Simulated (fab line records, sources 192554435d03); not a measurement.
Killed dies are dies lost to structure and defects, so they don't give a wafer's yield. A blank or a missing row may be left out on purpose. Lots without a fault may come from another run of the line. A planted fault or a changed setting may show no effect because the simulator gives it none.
Tool commonality check | flow n5_finfet | 10 lots, 30 wafers sampled

WHY IT WAS OPENED
At N5_BEOL_M4_RC_MEAS_101 the reading CJ_N is flagged on 3 of 10 lots. Wafers without a fault read 4.36, standard deviation 0.086.
Rule: a lot is flagged when every wafer of it that has a number lies more than 4 standard deviations from that mean, or none has a number. The other lots count as sound.

lot  | measured     | on        | CJ_N, wafer by wafer | flag
L718 | day 7 20:34  | prober-02 | 4.37 4.28 4.26       |
L719 | day 8 20:08  | prober-01 | 4.41 4.43 4.33       |
L720 | day 9 07:53  | prober-02 | 4.36 4.33 4.42       |
L725 | day 10 08:52 | prober-01 | 4.38 4.35 4.38       |
L726 | day 11 05:05 | prober-01 | 5.08 5.01 5.09       | FLAGGED
L727 | day 11 13:34 | prober-01 | 4.42 4.43 4.43       |
L728 | day 11 21:41 | prober-01 | 5.19 5.25 5.27       | FLAGGED
L730 | day 12 09:59 | prober-02 | 5.14 5.16 5.24       | FLAGGED
L737 | day 13 20:10 | prober-02 | 4.39 4.32 4.42       |
L738 | day 14 17:31 | prober-02 | 4.32 4.31 4.31       |
The numbers of the flagged lots are 5.16 on average: +0.80 against the usual, or +9 standard deviations.

WHICH TOOL RAN EACH LOT
The record holds 3 process steps before the reading, out of a route of 1938 steps. In each cell: the tool, then ch and the chambers that the sampled wafers went through, then the start.
lot  | flag    | N5_WELL_APT_IMPLANT_32         | N5_WELL_APT_EPI_41             | N5_PMOS_HMC_CHANNEL_EPI_EPI_26
L718 |         | implanter-02 ch 0, day 2 03:42 | epi_rpcvd-02 ch 0, day 2 04:29 | epi_rpcvd-02 ch 0, day 2 08:01
L719 |         | implanter-02 ch 0, day 2 09:52 | epi_rpcvd-04 ch 0, day 2 11:04 | epi_rpcvd-01 ch 0, day 2 15:40
L720 |         | implanter-01 ch 0, day 2 15:41 | epi_rpcvd-02 ch 0, day 2 16:46 | epi_rpcvd-04 ch 0, day 2 21:15
L725 |         | implanter-01 ch 0, day 3 22:15 | epi_rpcvd-02 ch 0, day 3 23:21 | epi_rpcvd-04 ch 0, day 4 02:51
L726 | FLAGGED | implanter-01 ch 0, day 4 03:29 | epi_rpcvd-04 ch 0, day 4 04:19 | epi_rpcvd-04 ch 0, day 4 08:23
L727 |         | implanter-02 ch 0, day 4 09:47 | epi_rpcvd-02 ch 0, day 4 10:30 | epi_rpcvd-02 ch 0, day 4 14:04
L728 | FLAGGED | implanter-01 ch 0, day 4 15:29 | epi_rpcvd-04 ch 0, day 4 16:40 | epi_rpcvd-04 ch 0, day 4 21:29
L730 | FLAGGED | implanter-01 ch 0, day 5 03:40 | epi_rpcvd-04 ch 0, day 5 04:28 | epi_rpcvd-02 ch 0, day 5 08:13
L737 |         | implanter-02 ch 0, day 6 21:20 | epi_rpcvd-02 ch 0, day 6 22:14 | epi_rpcvd-04 ch 0, day 7 02:17
L738 |         | implanter-02 ch 0, day 7 03:30 | epi_rpcvd-02 ch 0, day 7 04:47 | epi_rpcvd-02 ch 0, day 7 08:37
What these steps do:
- N5_WELL_APT_IMPLANT_32
- N5_WELL_APT_EPI_41: deposits Si from SiH4/H2, target thk 50 nm, time 297.7 s.
- N5_PMOS_HMC_CHANNEL_EPI_EPI_26: deposits Si from SiH4/H2, target thk 3.8 nm, time 22.7 s.
- N5_BEOL_M4_RC_MEAS_101

FLAGGED OVER TOTAL, TOOL BY TOOL (the gauges that took the reading come last)
step                           | tool         | lots run | flagged | share of the flagged lots | sound lots run after its first flagged lot
N5_WELL_APT_IMPLANT_32         | implanter-01 | 5        | 3       | all                       | 0
N5_WELL_APT_IMPLANT_32         | implanter-02 | 5        | 0       | none                      | -
N5_WELL_APT_EPI_41             | epi_rpcvd-02 | 6        | 0       | none                      | -
N5_WELL_APT_EPI_41             | epi_rpcvd-04 | 4        | 3       | all                       | 0
N5_PMOS_HMC_CHANNEL_EPI_EPI_26 | epi_rpcvd-01 | 1        | 0       | none                      | -
N5_PMOS_HMC_CHANNEL_EPI_EPI_26 | epi_rpcvd-02 | 4        | 1       | some                      | 1 (L738)
N5_PMOS_HMC_CHANNEL_EPI_EPI_26 | epi_rpcvd-04 | 5        | 2       | some                      | 1 (L737)
N5_BEOL_M4_RC_MEAS_101         | prober-01    | 5        | 2       | some                      | 1 (L727)
N5_BEOL_M4_RC_MEAS_101         | prober-02    | 5        | 1       | some                      | 2 (L737,L738)

WHAT THE TABLE ALLOWS
2 rows of the table ran every flagged lot: implanter-01 at N5_WELL_APT_IMPLANT_32, epi_rpcvd-04 at N5_WELL_APT_EPI_41.
- implanter-01 at N5_WELL_APT_IMPLANT_32: 3 of its 5 lots flagged. Its last sound lot is L725 (day 3 22:15), its first flagged lot L726 (day 4 03:29): a fault that began between those two fits. Its own readings lie more than 4 standard deviations out on every wafer of the flagged lots: dose_ions_cm2, faraday_current_uA.
- epi_rpcvd-04 at N5_WELL_APT_EPI_41: 3 of its 4 lots flagged. Its last sound lot is L719 (day 2 11:04), its first flagged lot L726 (day 4 04:19): a fault that began between those two fits.
Counting lots can't tell these 2 tools apart, because each fits a fault that began at some hour. More lots, or a look at what each step does to the wafer, might.

WHAT THE SIMULATOR HAD PUT IN
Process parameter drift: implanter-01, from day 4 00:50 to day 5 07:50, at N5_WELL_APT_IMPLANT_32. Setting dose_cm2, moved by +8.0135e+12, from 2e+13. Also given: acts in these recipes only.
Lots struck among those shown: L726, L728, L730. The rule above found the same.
